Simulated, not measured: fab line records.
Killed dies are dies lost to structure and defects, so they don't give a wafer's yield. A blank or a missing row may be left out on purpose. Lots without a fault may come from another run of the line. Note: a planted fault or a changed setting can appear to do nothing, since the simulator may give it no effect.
Chamber matching    flow nandHarc    NHARC_P_M1_DEP_33 on pecvd-04 has 3 sister chambers
The step deposits SiCN, target thk 30 nm. 6 wafers are shown with their chamber, then 7 later ones without.

== WAFERS WITH THEIR CHAMBER ==
wafer   chamber  heaterPowerW (W)  heaterPowerOuterW (W)
L857.3  1        579               323
L862.3  2        692               391
L863.5  0        532               329
L863.6  2        686               377
L864.3  1        673               386
L864.4  0        455               284

== WAFERS MISSING THEIR CHAMBER ==
wafer   heaterPowerW (W)  heaterPowerOuterW (W)
L864.6  689               394
L865.2  709               418
L865.3  666               386
L865.4  718               406
L879.1  662               369
L879.3  474               271
L879.5  703               402

== CHAMBER TAKEN BY EACH ==
wafer   from the rows above      in truth
L864.6  can't be placed: 2 or 1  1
L865.2  can't be placed: 2 or 1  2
L865.3  can't be placed: 2 or 1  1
L865.4  can't be placed: 2 or 1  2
L879.1  can't be placed: 2 or 1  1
L879.3  0                        0
L879.5  can't be placed: 2 or 1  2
Correctly placed: 1 of 7. These rows do not allow placing 6 (true chamber among the candidates in 6). Number placed wrongly: 0.
How it was worked out, from the rows above alone: a wafer's distance from a chamber is the root of the sum, over the readings, of the square of ((its reading less the chamber's mean) divided by the reading's scatter). If the next closest chamber is less than 2 further off than the closest, the wafer can't be placed; otherwise it belongs to the closest. The mean given for a chamber averages the wafers shown for that chamber. How the scatter is found: for the shown wafers, subtract from each reading the mean of its chamber, square and add these, divide the total by (wafers less chambers), then take the root.
